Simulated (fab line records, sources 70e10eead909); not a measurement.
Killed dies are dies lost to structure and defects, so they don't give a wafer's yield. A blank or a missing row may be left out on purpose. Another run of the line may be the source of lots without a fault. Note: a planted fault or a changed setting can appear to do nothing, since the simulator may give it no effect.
A lot that was struck, set against a sound lot || flow nand_harc || 14 out of 1302 route steps
Sound: wafers L162.4, L162.5, L162.6. Struck: wafer L170.6 (L170.4, L170.5, from the same lot, were not struck and are left out); the cause is given at the end.
Order at every step that has rows: each side's tool, ch and its chambers, its first start. Under that, the readings that differ: sound wafers || struck wafers || difference of the means || sigmas: that difference in standard deviations of wafers without a fault.
alike: readings with means less than 2 such deviations apart, plus words and numbers identical on both sides. not compared: withheld readings, readings lacking a value on some wafer, bounds such as >300 that could conceal the same value, and numbers that have no deviation in the record and whose values overlap.
The two part at a step that has a row with sigmas, a row that says differs or no value, or rows on one side only. Numbers that have no deviation but don't overlap get no sigmas and don't part them. Lack of a reading on every wafer of one side parts them only where that side has two or more wafers.

first, 3 steps without rows for these wafers: NHARC_A_STAIRCASE_TRIM_12 (chemistry O2, time 211.2 s); NHARC_A_STAIRCASE_ETCH_13 (etches the open film in C4F8/O2, target depth 100 nm, time 40.5 s); NHARC_A_STAIRCASE_TRIM_14 (chemistry O2, time 211.2 s).
NHARC_A_STAIRCASE_ETCH_15: etches the open film in C4F8/O2, target depth 100 nm, time 40.5 s.
  sound on rie_diel-12 ch 0,3; struck on rie_diel-12 ch 2
{"reading": "rf_vpp_V (V)", "sound": "905 906 904", "struck": 890, "difference": -15, "sigmas": -2}
  alike: bias_w, oes_product_au, run_length_s
  not compared: rf_hours_counter_h
then, 4 steps without rows for these wafers: NHARC_A_STAIRCASE_TRIM_16 (chemistry O2, time 211.2 s); NHARC_A_STAIRCASE_ETCH_17 (etches the open film in C4F8/O2, target depth 100 nm, time 40.5 s); NHARC_A_STAIRCASE_TRIM_18 (chemistry O2, time 211.2 s); NHARC_A_STAIRCASE_ETCH_19 (etches the open film in C4F8/O2, target depth 100 nm, time 40.5 s).
NHARC_A_STAIRCASE_TRIM_20: chemistry O2, time 211.2 s.
  sound on rie_diel-06 ch 0,1,2, day 20 01:43; struck on rie_diel-06 ch 1, day 23 05:52
{"reading": "throttle_valve_pct (%)", "sound": "17.051 17.047 17.028", "struck": 17.017, "difference": -0.025, "sigmas": -3}
  alike: drypump_motor_current_A, oes_product_au, rf_vpp_V, showerhead_plenum_p_Torr
  not compared: rf_hours_counter_h
NHARC_A_STAIRCASE_ETCH_21: etches the open film in C4F8/O2, target depth 100 nm, time 40.5 s.
  sound on rie_diel-06 ch 1,2; struck on rie_diel-06 ch 2
  alike: bias_w, oes_product_au, rf_vpp_V, run_length_s
  not compared: rf_hours_counter_h
NHARC_A_STAIRCASE_TRIM_22: chemistry O2, time 211.2 s.
  sound on rie_diel-06 ch 0,1,3; struck on rie_diel-06 ch 1
  alike: drypump_motor_current_A, oes_product_au, rf_vpp_V, showerhead_plenum_p_Torr, throttle_valve_pct
  not compared: rf_hours_counter_h
NHARC_A_STAIRCASE_ETCH_23: etches the open film in C4F8/O2, target depth 100 nm, time 40.5 s.
  sound on rie_diel-06 ch 1,2, day 20 02:05; struck on rie_diel-06 ch 1, day 23 06:24
{"reading": "oes_product_au (a.u.)", "sound": "0.969 0.954 0.979", "struck": 0.928, "difference": -0.039, "sigmas": -3}
{"reading": "run_length_s (s)", "sound": "61.6 62.6 61.9", "struck": 36.6, "difference": -25.4, "sigmas": -62}
  alike: rf_vpp_V
  not compared: bias_w, rf_hours_counter_h
NHARC_A_STAIRCASE_TRIM_24: chemistry O2, time 211.2 s.
  sound on rie_diel-06 ch 1,2; struck on rie_diel-06 ch 0
  alike: drypump_motor_current_A, oes_product_au, rf_vpp_V, showerhead_plenum_p_Torr, throttle_valve_pct
  not compared: rf_hours_counter_h
-- break in the record here, with 9 days between the starts of the struck wafers on either side (left off in module A_STAIRCASE, picked up again in module END, where the first step shown is number 1302 on the route) --
NHARC_END_SORT_01:
  the record has rows for the struck wafers here (prober-02 ch 0, day 32 05:14) and none for the sound ones

== WHERE THEY PART ==
Last at NHARC_END_SORT_01 as far as this record goes, first at NHARC_A_STAIRCASE_ETCH_15.

WHY: what the simulator had put in
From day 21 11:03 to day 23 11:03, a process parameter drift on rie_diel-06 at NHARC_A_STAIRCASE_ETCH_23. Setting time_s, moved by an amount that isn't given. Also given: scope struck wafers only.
